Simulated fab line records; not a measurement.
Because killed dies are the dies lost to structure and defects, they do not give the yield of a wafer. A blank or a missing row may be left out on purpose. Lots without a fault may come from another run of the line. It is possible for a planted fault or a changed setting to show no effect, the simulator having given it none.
Matching of chambers :: flow n5Finfet :: rieSi-03 running N5_STI_FIN_REVEAL_ETCH_34: 4 sister chambers
The step etches Si in H2, material Si, target depth 0.97 nm. 14 wafers are shown with their chamber, then 7 later ones without.

WAFERS, EACH WITH ITS CHAMBER
wafer: L076.1
chamber: 3
throttleValvePct (%): 26.6
drypumpMotorCurrentA (A): 4.8
oesProductAu (a.u.): 1.004

wafer: L076.2
chamber: 0
throttleValvePct (%): 26.1
drypumpMotorCurrentA (A): 5.6
oesProductAu (a.u.): 0.983

wafer: L076.3
chamber: 2
throttleValvePct (%): 25.7
drypumpMotorCurrentA (A): 5.5
oesProductAu (a.u.): 1.013

wafer: L076.4
chamber: 1
throttleValvePct (%): 24.1
drypumpMotorCurrentA (A): 5.3
oesProductAu (a.u.): 1.006

wafer: L076.5
chamber: 3
throttleValvePct (%): 26.6
drypumpMotorCurrentA (A): 4.8
oesProductAu (a.u.): 1.000

wafer: L076.6
chamber: 2
throttleValvePct (%): 25.8
drypumpMotorCurrentA (A): 5.6
oesProductAu (a.u.): 1.017

wafer: L080.3
chamber: 1
throttleValvePct (%): 24.1
drypumpMotorCurrentA (A): 5.3
oesProductAu (a.u.): 1.013

wafer: L080.5
chamber: 3
throttleValvePct (%): 26.6
drypumpMotorCurrentA (A): 4.8
oesProductAu (a.u.): 1.003

wafer: L080.6
chamber: 0
throttleValvePct (%): 26.2
drypumpMotorCurrentA (A): 5.6
oesProductAu (a.u.): 0.994

wafer: L082.1
chamber: 1
throttleValvePct (%): 24.1
drypumpMotorCurrentA (A): 5.3
oesProductAu (a.u.): 1.014

wafer: L082.4
chamber: 3
throttleValvePct (%): 26.6
drypumpMotorCurrentA (A): 4.8
oesProductAu (a.u.): 1.005

wafer: L082.5
chamber: 1
throttleValvePct (%): 24.1
drypumpMotorCurrentA (A): 5.3
oesProductAu (a.u.): 1.009

wafer: L083.1
chamber: 1
throttleValvePct (%): 24.1
drypumpMotorCurrentA (A): 5.3
oesProductAu (a.u.): 1.017

wafer: L083.2
chamber: 2
throttleValvePct (%): 25.8
drypumpMotorCurrentA (A): 5.6
oesProductAu (a.u.): 1.024

SIGNATURES, as means of the wafers listed above
reading: throttleValvePct
chamber 0: 26.150
chamber 1: 24.100
chamber 2: 25.767
chamber 3: 26.600
scatter within a chamber: 0.0342

reading: drypumpMotorCurrentA
chamber 0: 5.600
chamber 1: 5.300
chamber 2: 5.567
chamber 3: 4.800
scatter within a chamber: 0.0258

reading: oesProductAu
chamber 0: 0.98850
chamber 1: 1.01180
chamber 2: 1.01800
chamber 3: 1.00300
scatter within a chamber: 0.0046
Rule: distance of a wafer from a chamber = root of the sum over the readings of ((wafer's reading minus chamber's mean) / reading's scatter) squared. If the next closest chamber is less than 2 further off than the closest, the wafer can't be placed; otherwise it belongs to the closest. The scatter: the root of (the sum of the squares of (reading less its chamber's mean) over the shown wafers, divided by (wafers less chambers)).

WAFERS MISSING THEIR CHAMBER
wafer: L083.3
throttleValvePct (%): 26.1
drypumpMotorCurrentA (A): 5.6
oesProductAu (a.u.): 0.982

wafer: L093.3
throttleValvePct (%): 24.1
drypumpMotorCurrentA (A): 5.3
oesProductAu (a.u.): 1.025

wafer: L093.4
throttleValvePct (%): 26.2
drypumpMotorCurrentA (A): 5.6
oesProductAu (a.u.): 0.998

wafer: L093.6
throttleValvePct (%): 24.1
drypumpMotorCurrentA (A): 5.3
oesProductAu (a.u.): 1.014

wafer: L094.3
throttleValvePct (%): 24.1
drypumpMotorCurrentA (A): 5.3
oesProductAu (a.u.): 1.018

wafer: L094.4
throttleValvePct (%): 26.2
drypumpMotorCurrentA (A): 5.6
oesProductAu (a.u.): 1.009

wafer: L094.5
throttleValvePct (%): 25.8
drypumpMotorCurrentA (A): 5.6
oesProductAu (a.u.): 1.038

CHAMBER TAKEN BY EACH
wafer: L083.3
from the rows above: 0
in truth: 0

wafer: L093.3
from the rows above: 1
in truth: 1

wafer: L093.4
from the rows above: 0
in truth: 0

wafer: L093.6
from the rows above: 1
in truth: 1

wafer: L094.3
from the rows above: 1
in truth: 1

wafer: L094.4
from the rows above: 0
in truth: 0

wafer: L094.5
from the rows above: 2
in truth: 2
Placed correctly: 7 of 7. Not placeable from these rows: 0. Placed wrongly: 0.
